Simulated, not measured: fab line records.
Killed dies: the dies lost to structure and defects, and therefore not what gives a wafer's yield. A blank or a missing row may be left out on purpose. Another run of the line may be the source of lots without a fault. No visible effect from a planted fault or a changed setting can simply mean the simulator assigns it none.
fab line records	flow n5_finfet
record: lots: 7	wafers: 21
route steps=1938 shown BEOL_M1@755 BEOL_M4@1062 BEOL_M5@1130 BEOL_M6@1197 BEOL_M7@1263
start_h: start of the lot's first displayed wafer, in hours after the record's first day	wait_h: hours since the lot's step before	" identical to the entry in the row above	L1.1+2: a row that stands for several wafers	- either no value or no given start	* or withheld: withheld	< > ~ a bound
route shown NAME@n: a module of which the file shows steps, and the number in the route of the first	usual: the fault-free wafers' mean and standard deviation	same: alike in all rows	chamber/n: place in a boat	sites: readings site by site	_std_site: standard deviation across them	_edge_site: outer sites' mean less inner sites'	radius_mm: how far each site lies from the wafer's centre	mask NAME#n: copy n	behind: the last tool/chamber to shape the wafer	hold: why the lot went on hold/how many hours it stayed there/how the hold came to an end	device: the n, p or np transistor that did not switch	end of line: tests of these same wafers at the route's end	a step with no rows: only its recipe	killed: the dies lost at the first sort to structure and to defects; this is not the yield of the wafer	map: per-die view of a wafer (x killed, . not killed, _ where there is no die)
set.NAME: setting as actually run; set.NAME@STEP: the setting as run at that earlier step	model.NAME: the simulator's own value behind a step, which no gauge read
lots whose settings were changed on purpose; a table a step, a row a wafer
== steps ==
step: N5_BEOL_M1_COAT_61
recipe: resist: SOC	temp_c: 250	time_s: 60	spin_rpm: 1500	resist_thk_nm: 60
lot.wafer	tool	chamber	start_h	wait_h	set.spin_rpm	model.SOC_of_BEOL_M1_COAT_61.thk_nm
L075.1	litho_track-04	0	125.70	0.1	1500	60
L075.2	"	0	"	"	1456	60.8
L075.4	"	0	"	"	1456	61.2
L082.2+3	litho_track-05	0	169.19	0.1	1370	62.4
L082.5	"	0	"	"	1500	60
L085.4	litho_track-05	0	187.18	0.1	1365	62.8
L085.5	"	0	"	"	1500	60.2
L085.6	"	0	"	"	1365	63
L086.2+3+4	litho_track-03	0	194.95	0.1	1500	60
L087.1	litho_track-05	0	208.89	0.1	1426	61.6
L087.2+6	"	0	"	"	1500	60.2
L089.1+2+4	litho_track-04	0	219.10	0.1	1500	60
L091.1+4+6	litho_track-05	0	227.96	0.1	1500	60.2
step: N5_BEOL_M1_COAT_62
recipe: resist: SiARC	temp_c: 220	time_s: 60	spin_rpm: 1500	resist_thk_nm: 12
step: N5_BEOL_M1_COAT_73
recipe: resist: underlayer	temp_c: 205	time_s: 60	spin_rpm: 1500	resist_thk_nm: 5
step: N5_BEOL_M1_ETCH_74
recipe: chemistry: N2/H2	target: underlayer	target_depth_a: 65	mask_material: CAR-EUV	time_s: 5.2	ion_energy_ev: 200	pressure_mtorr: 30	source_w: 840	bias_w: 150	n2_flow_sccm: 200	h2_flow_sccm: 200	ends: cleared
step: N5_BEOL_M1_ETCH_63
recipe: chemistry: CF4	target: SiARC	target_depth_a: 156	mask_material: CAR-EUV	time_s: 26	ion_energy_ev: 80	pressure_mtorr: 40	source_w: 545	bias_w: 36	Ar_flow_sccm: 100	cf4_flow_sccm: 100	ends: cleared
step: N5_BEOL_M1_ETCH_64
recipe: chemistry: N2/H2	target: SOC	target_depth_a: 750	overetch_a: 150	mask_material: SiARC	temp_c: 40	time_s: 112.5	ion_energy_ev: 200	pressure_mtorr: 30	source_w: 840	bias_w: 150	n2_flow_sccm: 200	h2_flow_sccm: 200
lot.wafer	tool	chamber	start_h	wait_h	set.spin_rpm@BEOL_M1_COAT_61	model.etch.depth_nm
L075.1	rie_diel-06	2	126.32	0.0	1500	60
L075.2	"	1	"	"	1456	60.86
L075.4	"	3	"	"	1456	61.15
L082.2+3	rie_diel-06	1,3	169.65	0.0	1370	62.44
L082.5	"	1	"	"	1500	59.91
L085.4	rie_diel-04	3	187.64	0.0	1365	62.89
L085.5	"	3	"	"	1500	60.11
L085.6	"	0	"	"	1365	62.95
L086.2	rie_diel-02	3	195.42	0.0	1500	59.95
L086.3	"	0	"	"	1500	59.99
L086.4	"	1	"	"	1500	59.94
L087.1	rie_diel-02	1	209.62	0.0	1426	61.69
L087.2	"	3	"	"	1500	60.16
L087.6	"	0	"	"	1500	60.14
L089.1+2	rie_diel-06	3,2	219.62	0.0	1500	59.92
L089.4	"	1	"	"	1500	60.07
L091.1	rie_diel-04	1	228.62	0.0	1500	60.17
L091.4	"	2	"	"	1500	60.23
L091.6	"	0	"	"	1500	60.27
step: N5_BEOL_M1_STRIP_65
recipe: chemistry: N2/H2	temp_c: 40	n2_flow_sccm: 200	h2_flow_sccm: 200	rf_frequency_hz: 6e+07
step: N5_BEOL_M1_STRIP_75
recipe: chemistry: N2/H2	temp_c: 40	n2_flow_sccm: 200	h2_flow_sccm: 200	rf_frequency_hz: 6e+07
step: N5_BEOL_M1_STRIP_66
recipe: chemistry: CF4	resist: SiARC	power_w: 300	bias_power_w: 75	pressure_mtorr: 50	cf4_flow_sccm: 150	rf_frequency_hz: 6e+07
step: N5_BEOL_M1_HM_OPEN_17
recipe: chemistry: Cl2/BCl3	target_depth_a: 200	overetch_a: 60	target: TiN	mask_material: SOC	ion_energy_ev: 150	pressure_mtorr: 10	icp_w: 1000	bias_w: 126	Cl2_flow_sccm: 53.25	bcl3_flow_sccm: 21.75	Ar_flow_sccm: 25
lot.wafer	tool	chamber	start_h	wait_h	set.spin_rpm@BEOL_M1_COAT_61	model.SOC_of_BEOL_M1_COAT_61.thk_nm
L075.1	rie_metal-02	1	126.49	0.0	1500	51.8
L075.2	"	0	"	"	1456	53.2
L075.4	"	1	"	"	1456	53
L082.2	rie_metal-01	0	169.82	0.0	1370	54.4
L082.3	"	1	"	"	1370	53.6
L082.5	"	1	"	"	1500	51
L085.4	rie_metal-02	1	187.84	0.1	1365	55
L085.5	"	1	"	"	1500	52.2
L085.6	"	0	"	"	1365	55.4
L086.2+4	rie_metal-03	1	195.59	0.0	1500	52.2
L086.3	"	0	"	"	1500	52
L087.1	rie_metal-02	0	209.79	0.0	1426	54.2
L087.2+6	"	0	"	"	1500	52.6
L089.1+2+4	rie_metal-02	0	219.78	0.0	1500	52.4
L091.1	rie_metal-03	0	228.79	0.0	1500	52
L091.4+6	"	0	"	"	1500	52.2
step: N5_BEOL_M4_ALD_98
recipe: material: SiO2	target_thk_a: 25	temp_c: 100	ald_precursor_family: BDEAS	ald_co_reactant: O2-plasma	pulse_time_s: 1	co_reactant_pulse_time_s: 1	purge_time_s: 2	co_reactant_purge_time_s: 2	ald_cycles: 17	pressure_torr: 2
lot.wafer	tool	chamber	start_h	wait_h	set.ald_cycles	model.SiO2_of_BEOL_M4_ALD_98.thk_nm
L075.1+4	ald_sin-02	1,0	156.83	0.1	18	2.6
L075.2	"	2	"	"	17	2.6
L082.2+3+5	ald_sin-04	3,0,0	214.41	0.3	15	2.2
L085.4+6	ald_sin-02	3,0	228.97	0.9	15	2.2
L085.5	"	3	"	"	17	2.6
L086.2	ald_sin-02	0	231.83	0.1	18	2.6
L086.3+4	"	2,3	"	"	17	2.6
L087.1+2	ald_sin-04	0,2	245.87	0.4	17	2.4
L087.6	"	2	"	"	20	3
L089.1+2	ald_sin-04	0,2	266.67	1.0	17	2.6
L089.4	"	1	"	"	17	2.4
L091.1+6	ald_sin-04	2,0	278.10	0.1	17	2.6
L091.4	"	3	"	"	19	2.8
step: N5_BEOL_M4_TRENCH_ETCH_37
recipe: chemistry: C4F6/O2	target_depth_a: 555.55	target: SiOC	time_s: 29.2	ion_energy_ev: 250	pressure_mtorr: 30	source_w: 355	bias_w: 185	Ar_flow_sccm: 300	C4F6_flow_sccm: 10	O2_flow_sccm: 10
usual: rf_vpp_V: 662/14
lot.wafer	tool	chamber	start_h	wait_h	set.source_w	rf_vpp_V	model.BEOL_M4.feature_depth_nm	model.etch.depth_nm
L075.1	rie_diel-05	2	-	-	294.8	704	52.4	52.39
L075.2	"	3	"	"	355	663	56	56.08
L075.4	"	0	"	"	294.8	708	50.2	50.29
L082.2	rie_diel-01	2	-	-	355	661	55.6	55.59
L082.3	"	1	"	"	324.2	718	52.4	52.34
L082.5	"	1	"	"	355	685	53.8	53.83
L085.4	rie_diel-01	1	-	-	386.6	656	56.6	56.64
L085.5	"	3	"	"	386.6	645	55.8	55.85
L085.6	"	2	"	"	386.6	632	58	57.95
L086.2	rie_diel-05	1	-	-	355	648	53.4	53.33
L086.3	"	3	"	"	355	663	55.6	55.53
L086.4	"	1	"	"	330.5	671	51.4	51.49
L087.1	rie_diel-03	3	-	-	355	654	55.8	55.73
L087.2	"	0	"	"	355	670	54.4	54.42
L087.6	"	0	"	"	294.9	739	50.6	50.63
L089.1	rie_diel-01	2	-	-	355	661	56	56.04
L089.2	"	1	"	"	355	684	54.6	54.68
L089.4	"	3	"	"	355	673	53.2	53.3
L091.1	rie_diel-01	1	-	-	355	685	54.4	54.45
L091.4	"	3	"	"	297	739	50.2	50.14
L091.6	"	3	"	"	297	739	50.2	50.13
step: N5_BEOL_M4_ETCH_41
recipe: chemistry: CH3F/O2	target: SiCN	target_depth_a: 299	taper_deg: 2	time_s: 52.5	ion_energy_ev: 120	mask_material: TiN	pressure_mtorr: 30	source_w: 395	bias_w: 75	Ar_flow_sccm: 150	CH3F_flow_sccm: 30	O2_flow_sccm: 20
step: N5_BEOL_M4_STRIP_97
recipe: chemistry: N2/H2	time_s: 10	power_w: 450	temp_c: 40	pressure_mtorr: 20	rf_frequency_hz: 6e+07	bias_power_w: 7	n2_flow_sccm: 200	h2_flow_sccm: 200
step: N5_BEOL_M4_OCD_MEAS_38
usual: trench_depth_nm: 54.8/1.3
lot.wafer	tool	chamber	start_h	wait_h	set.source_w@BEOL_M4_TRENCH_ETCH_37	trench_depth_nm
L075.1	ocd-01	-	166.07	-	294.8	52.3
L075.2	"	-	"	"	355	56.8
L075.4	"	-	"	"	294.8	50.2
L082.2	ocd-02	-	217.49	-	355	55.4
L082.3	"	-	"	"	324.2	52.1
L082.5	"	-	"	"	355	54.0
L085.4	ocd-01	-	230.49	-	386.6	56.4
L085.5	"	-	"	"	386.6	56.1
L085.6	"	-	"	"	386.6	57.6
L086.2	ocd-01	-	243.59	-	355	53.1
L086.3	"	-	"	"	355	55.1
L086.4	"	-	"	"	330.5	51.8
L087.1	ocd-01	-	246.68	-	355	55.4
L087.2	"	-	"	"	355	54.3
L087.6	"	-	"	"	294.9	50.5
L089.1	ocd-01	-	268.31	-	355	55.7
L089.2	"	-	"	"	355	54.6
L089.4	"	-	"	"	355	53.4
L091.1	ocd-02	-	279.33	-	355	54.2
L091.4	"	-	"	"	297	49.9
L091.6	"	-	"	"	297	50.2
step: N5_BEOL_M5_ETCH_72
recipe: chemistry: N2/H2	target: underlayer	target_depth_a: 65	mask_material: CAR-EUV	time_s: 5.2	ion_energy_ev: 200	pressure_mtorr: 30	source_w: 840	bias_w: 150	n2_flow_sccm: 200	h2_flow_sccm: 200	ends: cleared
usual: rf_vpp_V: 524.0/2.6
lot.wafer	tool	chamber	start_h	wait_h	set.bias_w	rf_vpp_V
L075.1	rie_diel-02	3	175.25	0.0	141.4	506.3
L075.2	"	1	"	"	141.4	506.6
L075.4	"	2	"	"	141.4	502.7
L082.2	rie_diel-04	0	225.47	0.0	150	528.2
L082.3	"	2	"	"	150	525.7
L082.5	"	1	"	"	150	524.1
L085.4	rie_diel-02	3	238.46	0.0	142.4	507.0
L085.5	"	0	"	"	150	525.1
L085.6	"	1	"	"	142.4	508.0
L086.2	rie_diel-04	2	251.04	0.0	150	526.2
L086.3	"	1	"	"	150	526.0
L086.4	"	2	"	"	166.3	560.9
L087.1	rie_diel-06	2	253.33	0.0	150	522.3
L087.2	"	1	"	"	150	525.7
L087.6	"	1	"	"	150	525.0
L089.1	rie_diel-04	0	277.64	0.0	150	526.5
L089.2	"	2	"	"	150	525.8
L089.4	"	3	"	"	150	529.2
L091.1	rie_diel-04	1	289.00	0.0	150	526.2
L091.4	"	2	"	"	150	525.1
L091.6	"	3	"	"	150	529.0
step: N5_BEOL_M5_ETCH_62
recipe: chemistry: N2/H2	target: SOC	target_depth_a: 750	overetch_a: 150	mask_material: SiARC	temp_c: 40	time_s: 112.5	ion_energy_ev: 200	pressure_mtorr: 30	source_w: 840	bias_w: 150	n2_flow_sccm: 200	h2_flow_sccm: 200
usual: rf_vpp_V: 523.9/2.5
lot.wafer	tool	chamber	start_h	wait_h	set.source_w	rf_vpp_V
L075.1	rie_diel-02	3	175.29	0.0	840	524.8
L075.2	"	1	"	"	840	526.4
L075.4	"	2	"	"	840	519.9
L082.2	rie_diel-04	0	225.51	0.0	840	526.3
L082.3	"	2	"	"	840	527.1
L082.5	"	1	"	"	840	526.5
L085.4	rie_diel-02	3	238.50	0.0	706.8	553.6
L085.5	"	0	"	"	840	525.7
L085.6	"	1	"	"	840	526.1
L086.2	rie_diel-04	2	251.09	0.0	707	555.6
L086.3	"	1	"	"	707	556.7
L086.4	"	2	"	"	707	557.7
L087.1	rie_diel-06	2	253.38	0.0	840	522.4
L087.2	"	1	"	"	906.6	512.7
L087.6	"	1	"	"	906.6	510.1
L089.1	rie_diel-04	0	277.69	0.0	840	525.7
L089.2	"	2	"	"	840	524.7
L089.4	"	3	"	"	840	528.3
L091.1	rie_diel-04	1	289.04	0.0	840	525.7
L091.4	"	2	"	"	759.2	543.8
L091.6	"	3	"	"	759.2	544.7
step: N5_BEOL_M6_PECVD_70
recipe: material: SiO2	target_thk_a: 200	temp_c: 400	precursor: TEOS/O2	pressure_torr: 5.5	rf_w: 450	teos_flow_sccm: 53.8	gas: O2	flow_sccm: 3000	time_s: 22.7
lot.wafer	tool	chamber	start_h	wait_h	set.time_s	model.SiO2_of_BEOL_M6_PECVD_70.thk_nm
L075.1+2	pecvd-01	1,0	188.80	0.0	22.7	19.4
L075.4	"	0	"	"	23.66	20.4
L082.2	pecvd-01	0	235.35	0.0	19.83	17.4
L082.3+5	"	2	"	"	22.7	19.8
L085.4+6	pecvd-01	2,0	247.36	0.1	22.7	19.8
L085.5	"	1	"	"	22.7	20
L086.2	pecvd-03	1	261.31	0.0	22.7	19.8
L086.3	"	2	"	"	21.54	19.6
L086.4	"	2	"	"	21.54	19.8
L087.1	pecvd-01	0	270.65	0.0	22.7	19.8
L087.2+6	"	1,0	"	"	22.7	20
L089.1	pecvd-03	1	289.10	0.0	22.7	20
L089.2	"	0	"	"	22.7	19.4
L089.4	"	1	"	"	22.7	20.2
L091.1	pecvd-02	1	300.15	0.0	25.33	22.2
L091.4	"	1	"	"	22.7	19.8
L091.6	"	2	"	"	25.33	22.8
step: N5_BEOL_M7_ILD_DEP_00
recipe: material: SiCOH_lowk	target_thk_a: 1797.5	temp_c: 300	precursor: DEMS/porogen	pressure_torr: 5	rf_w: 500	time_s: 33.4
lot.wafer	tool	chamber	start_h	wait_h	set.time_s	model.SiCOH_lowk_of_BEOL_M7_ILD_DEP_00.thk_nm
L075.1	pecvd-04	1	197.97	0.0	33.4	176.2
L075.2	"	0	"	"	33.4	179.6
L075.4	"	0	"	"	30.68	166.2
L082.2	pecvd-04	0	244.18	0.0	33.4	183
L082.3	"	2	"	"	33.4	177.4
L082.5	"	0	"	"	31.72	172
L085.4	pecvd-04	2	255.03	0.1	33.4	178.4
L085.5	"	0	"	"	33.4	180.6
L085.6	"	1	"	"	33.4	177
L086.2	pecvd-04	0	272.43	0.0	32.12	175.8
L086.3	"	1	"	"	33.4	175.4
L086.4	"	2	"	"	32.12	172.8
L087.1	pecvd-04	2	281.13	0.0	33.4	177.4
L087.2	"	0	"	"	33.4	179.8
L087.6	"	0	"	"	33.4	182.2
L089.1	pecvd-04	2	298.67	0.0	33.4	177.4
L089.2	"	1	"	"	33.4	174.2
L089.4	"	0	"	"	33.4	182.4
L091.1	pecvd-04	0	313.08	0.0	33.4	180.2
L091.4	"	2	"	"	30.13	166
L091.6	"	0	"	"	30.13	166.8
step: N5_BEOL_M7_CURE_74
recipe: temp_c: 385	time_s: 240	ambient: He/Ar	material: SiCOH_lowk
lot.wafer	tool	chamber	start_h	wait_h	set.time_s@BEOL_M7_ILD_DEP_00	model.SiCOH_lowk_of_BEOL_M7_ILD_DEP_00.thk_nm
L075.1	uv_cure-02	0	198.06	0.1	33.4	151.8
L075.2	"	0	"	"	33.4	154.8
L075.4	"	0	"	"	30.68	143.2
L082.2	uv_cure-01	2	244.32	0.1	33.4	157.8
L082.3	"	2	"	"	33.4	152.8
L082.5	"	2	"	"	31.72	148.2
L085.4	uv_cure-01	1	255.31	0.3	33.4	153.8
L085.5	"	1	"	"	33.4	155.8
L085.6	"	1	"	"	33.4	152.6
L086.2	uv_cure-01	2	272.57	0.1	32.12	151.6
L086.3	"	2	"	"	33.4	151.2
L086.4	"	2	"	"	32.12	149
L087.1	uv_cure-03	1	281.21	0.1	33.4	153
L087.2	"	1	"	"	33.4	155
L087.6	"	1	"	"	33.4	157.2
L089.1	uv_cure-03	2	298.74	0.0	33.4	153
L089.2	"	2	"	"	33.4	150.2
L089.4	"	2	"	"	33.4	157.4
L091.1	uv_cure-01	0	313.14	0.0	33.4	155.4
L091.4	"	0	"	"	30.13	143.2
L091.6	"	0	"	"	30.13	143.8
step: N5_BEOL_M7_EXPOSE_08
recipe: mask_id: M7	na: 1.35	source_shape: dipole	sigma_inner: 0.817	sigma_outer: 0.97	polarization: te	dose_mj: 68.25
lot.wafer	tool	chamber	start_h	wait_h	mask	set.dose_mj
L075.1+2+4	arfi_scanner-03	0	200.35	-	M7#0	68.25
L082.2+3	arfi_scanner-03	0	246.53	-	M7#0	71.27
L082.5	"	0	"	"	M7#0	68.25
L085.4+6	arfi_scanner-03	0	256.23	-	M7#0	68.25
L085.5	"	0	"	"	M7#0	66.42
L086.2	arfi_scanner-02	0	274.21	-	M7#0	72.74
L086.3+4	"	0	"	"	M7#0	68.25
L087.1+2+6	arfi_scanner-01	0	283.48	-	M7#0	68.25
L089.1+2+4	arfi_scanner-01	0	303.62	-	M7#0	68.25
L091.1+4+6	arfi_scanner-02	0	314.69	-	M7#0	68.25
step: N5_BEOL_M7_PEB_09
recipe: peb_temp_c: withheld	peb_time_s: 60	resist: CAR-ArF
step: N5_BEOL_M7_DEVELOP_10
recipe: develop_time_s: 30	developer: TMAH	resist: CAR-ArF	rinse_liquid: diw	dry: air_spin	dev_temp_c: 23
step: N5_BEOL_M7_CD_MEAS_11
recipe: target_cd_nm: 38.5	landing_energy_ev: 500	detector: se_inlens	polarity: opening
usual: cd_nm: 38.7/0.64
lot.wafer	tool	chamber	start_h	wait_h	set.dose_mj@BEOL_M7_EXPOSE_08	cd_nm
L075.1	cd_sem-03	0	200.47	-	68.25	38.4
L075.2	"	0	"	"	68.25	38.0
L075.4	"	0	"	"	68.25	38.5
L082.2	cd_sem-03	0	246.65	-	71.27	41.5
L082.3	"	0	"	"	71.27	41.8
L082.5	"	0	"	"	68.25	39.3
L085.4	cd_sem-03	0	256.34	-	68.25	39.7
L085.5	"	0	"	"	66.42	37.9
L085.6	"	0	"	"	68.25	39.5
L086.2	cd_sem-03	0	274.33	-	72.74	40.7
L086.3	"	0	"	"	68.25	37.8
L086.4	"	0	"	"	68.25	38.2
L087.1	cd_sem-01	0	283.60	-	68.25	39.6
L087.2	"	0	"	"	68.25	38.9
L087.6	"	0	"	"	68.25	38.2
L089.1	cd_sem-01	0	303.75	-	68.25	38.5
L089.2	"	0	"	"	68.25	38.9
L089.4	"	0	"	"	68.25	37.7
L091.1	cd_sem-03	0	314.81	-	68.25	38.7
L091.4	"	0	"	"	68.25	38.4
L091.6	"	0	"	"	68.25	39.8
step: N5_BEOL_M7_DESCUM_16
recipe: chemistry: O2	time_s: 7.9	source_power_w: 50	bias_power_w: 20	pressure_mtorr: 20	rf_frequency_hz: 2.712e+07	temp_c: 40	resist: CAR-ArF	o2_flow_sccm: 225
step: N5_BEOL_M7_ETCH_61
recipe: chemistry: CF4	target: SiARC	target_depth_a: 455	mask_material: CAR-ArF	time_s: 75.8	ion_energy_ev: 80	pressure_mtorr: 40	source_w: 545	bias_w: 36	Ar_flow_sccm: 100	cf4_flow_sccm: 100	ends: cleared
step: N5_BEOL_M7_ETCH_62
recipe: chemistry: N2/H2	target: SOC	target_depth_a: 1100	overetch_a: 220	mask_material: SiARC	temp_c: 40	time_s: 165	ion_energy_ev: 200	pressure_mtorr: 30	source_w: 840	bias_w: 150	n2_flow_sccm: 200	h2_flow_sccm: 200
lot.wafer	tool	chamber	start_h	wait_h	set.dose_mj@BEOL_M7_EXPOSE_08	model.BEOL_M7.cd_offset_nm
L075.1	rie_diel-04	3	200.68	0.0	68.25	0
L075.2+4	"	0,1	"	"	68.25	-0.6
L082.2	rie_diel-02	0	246.92	0.0	71.27	4
L082.3	"	1	"	"	71.27	3
L082.5	"	1	"	"	68.25	0.8
L085.4	rie_diel-04	2	256.59	0.1	68.25	1.6
L085.5	"	0	"	"	66.42	-0.4
L085.6	"	1	"	"	68.25	0.4
L086.2	rie_diel-04	2	274.53	0.0	72.74	2.4
L086.3	"	3	"	"	68.25	-1.2
L086.4	"	1	"	"	68.25	-1
L087.1	rie_diel-06	1	283.78	0.0	68.25	1
L087.2	"	2	"	"	68.25	0.6
L087.6	"	0	"	"	68.25	-0.4
L089.1	rie_diel-06	1	303.93	0.0	68.25	0.2
L089.2	"	2	"	"	68.25	0.8
L089.4	"	3	"	"	68.25	-0.6
L091.1	rie_diel-06	0	315.36	0.0	68.25	0.2
L091.4	"	2	"	"	68.25	0
L091.6	"	2	"	"	68.25	1.4
step: N5_BEOL_M7_COAT_71
recipe: resist: underlayer	temp_c: 205	time_s: 60	spin_rpm: 1500	resist_thk_nm: 5
lot.wafer	tool	chamber	start_h	wait_h	set.spin_rpm
L075.1+2+4	litho_track-02	0	-	-	1500
L082.2+5	litho_track-02	0	-	-	1374
L082.3	"	0	"	"	1500
L085.4+5+6	litho_track-01	0	-	-	1500
L086.2+4	litho_track-01	0	-	-	1374
L086.3	"	0	"	"	1500
L087.1+6	litho_track-04	0	-	-	1500
L087.2	"	0	"	"	1554
L089.1+2+4	litho_track-01	0	-	-	1500
L091.1+4+6	litho_track-01	0	-	-	1500
== key ==
split: step: N5_BEOL_M1_COAT_61	setting: spin_rpm	stated: 1500	by: wafer
response: step: N5_BEOL_M1_COAT_61	reading: model.SOC_of_BEOL_M1_COAT_61.thk_nm	change: -0.291	per: 1%	r: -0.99
response: step: N5_BEOL_M1_ETCH_64	reading: model.etch.depth_nm	change: -0.306	per: 1%	r: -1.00
response: step: N5_BEOL_M1_HM_OPEN_17	reading: model.SOC_of_BEOL_M1_COAT_61.thk_nm	change: -0.342	per: 1%	r: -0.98
split: step: N5_BEOL_M4_ALD_98	setting: ald_cycles	stated: 17	by: wafer
response: step: N5_BEOL_M4_ALD_98	reading: model.SiO2_of_BEOL_M4_ALD_98.thk_nm	change: +0.0268	per: 1%	r: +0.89
split: step: N5_BEOL_M4_TRENCH_ETCH_37	setting: source_w	stated: 355	by: wafer
response: step: N5_BEOL_M4_TRENCH_ETCH_37	reading: rf_vpp_V	change: -3.54	per: 1%	r: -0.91
response: step: N5_BEOL_M4_TRENCH_ETCH_37	reading: model.BEOL_M4.feature_depth_nm	change: +0.276	per: 1%	r: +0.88
response: step: N5_BEOL_M4_TRENCH_ETCH_37	reading: model.etch.depth_nm	change: +0.277	per: 1%	r: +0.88
response: step: N5_BEOL_M4_OCD_MEAS_38	reading: trench_depth_nm	change: +0.285	per: 1%	r: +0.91
split: step: N5_BEOL_M5_ETCH_72	setting: bias_w	stated: 150	by: wafer
response: step: N5_BEOL_M5_ETCH_72	reading: rf_vpp_V	change: +3.25	per: 1%	r: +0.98
split: step: N5_BEOL_M5_ETCH_62	setting: source_w	stated: 840	by: wafer
response: step: N5_BEOL_M5_ETCH_62	reading: rf_vpp_V	change: -1.73	per: 1%	r: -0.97
split: step: N5_BEOL_M6_PECVD_70	setting: time_s	stated: 22.7	by: wafer
response: step: N5_BEOL_M6_PECVD_70	reading: model.SiO2_of_BEOL_M6_PECVD_70.thk_nm	change: +0.196	per: 1%	r: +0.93
split: step: N5_BEOL_M7_ILD_DEP_00	setting: time_s	stated: 33.4	by: wafer
response: step: N5_BEOL_M7_ILD_DEP_00	reading: model.SiCOH_lowk_of_BEOL_M7_ILD_DEP_00.thk_nm	change: +1.36	per: 1%	r: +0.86
response: step: N5_BEOL_M7_CURE_74	reading: model.SiCOH_lowk_of_BEOL_M7_ILD_DEP_00.thk_nm	change: +1.18	per: 1%	r: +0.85
split: step: N5_BEOL_M7_EXPOSE_08	setting: dose_mj	stated: 68.25	by: wafer
response: step: N5_BEOL_M7_CD_MEAS_11	reading: cd_nm	change: +0.459	per: 1%	r: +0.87
response: step: N5_BEOL_M7_ETCH_62	reading: model.BEOL_M7.cd_offset_nm	change: +0.553	per: 1%	r: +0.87
split: step: N5_BEOL_M7_COAT_71	setting: spin_rpm	stated: 1500	by: wafer
response none in this file
